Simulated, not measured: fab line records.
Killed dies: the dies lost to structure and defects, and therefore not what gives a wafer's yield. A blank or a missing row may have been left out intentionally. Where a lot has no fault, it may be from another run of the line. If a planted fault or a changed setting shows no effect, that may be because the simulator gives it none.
Chamber matching + flow nandHarc + 4 sister chambers for NHARC_P_M2_CMP_23 on cmp-02
The step polishes, t overpolish 20 s, target thk 144.3 nm. 8 wafers are shown with their chamber, then 9 later ones without.

== EACH WAFER AND ITS CHAMBER ==
| wafer  | chamber | timeToEndpointS (s) | motorCurrentA (A) |
|--------|---------|---------------------|-------------------|
| L080.3 | 3       | 33                  | 12.9              |
| L081.1 | 0       | 33                  | 12.1              |
| L081.5 | 0       | 31                  | 12.4              |
| L083.2 | 2       | 34                  | 12.4              |
| L083.5 | 1       | 26                  | 12.7              |
| L084.1 | 2       | 31                  | 11.8              |
| L084.2 | 1       | 29                  | 12.7              |
| L084.6 | 3       | 30                  | 12.9              |

== WAFERS WITH NO CHAMBER GIVEN ==
| wafer  | timeToEndpointS (s) | motorCurrentA (A) |
|--------|---------------------|-------------------|
| L088.1 | 31                  | 13.0              |
| L088.3 | 32                  | 12.2              |
| L088.5 | 31                  | 12.3              |
| L093.2 | 19                  | 12.7              |
| L093.4 | 25                  | 11.8              |
| L093.5 | 25                  | 13.1              |
| L095.1 | 27                  | 12.6              |
| L095.3 | 24                  | 11.9              |
| L095.5 | 27                  | 12.3              |

== THE CHAMBER EACH PASSED THROUGH ==
| wafer  | from the rows above               | in truth                   |
|--------|-----------------------------------|----------------------------|
| L088.1 | can't be placed: 3 or 1           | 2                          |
| L088.3 | can't be placed: 0 or 2           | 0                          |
| L088.5 | can't be placed: 0 or 2 or 1 or 3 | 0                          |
| L093.2 | 1                                 | 1                          |
| L093.4 | can't be placed: 1 or 2 or 0 or 3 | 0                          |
| L093.5 | can't be placed: 1 or 3           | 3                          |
| L095.1 | 1                                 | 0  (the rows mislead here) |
| L095.3 | can't be placed: 1 or 0 or 2 or 3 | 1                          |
| L095.5 | can't be placed: 1 or 0 or 2 or 3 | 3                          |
Correct placement for 1 of the 9. These rows do not allow placing 7 (true chamber among the candidates in 6). Placed wrongly: 1.
How it was worked out, from the rows above alone: a wafer's distance from a chamber is the root of the sum, over the readings, of the square of ((its reading less the chamber's mean) divided by the reading's scatter). If the next closest chamber is less than 2 further off than the closest, the wafer can't be placed; otherwise it belongs to the closest. For every chamber, the mean is computed from those of its wafers that are shown. The scatter: take each reading less its chamber's mean, square it, sum over the shown wafers, divide by the number of wafers less the number of chambers, and take the root.
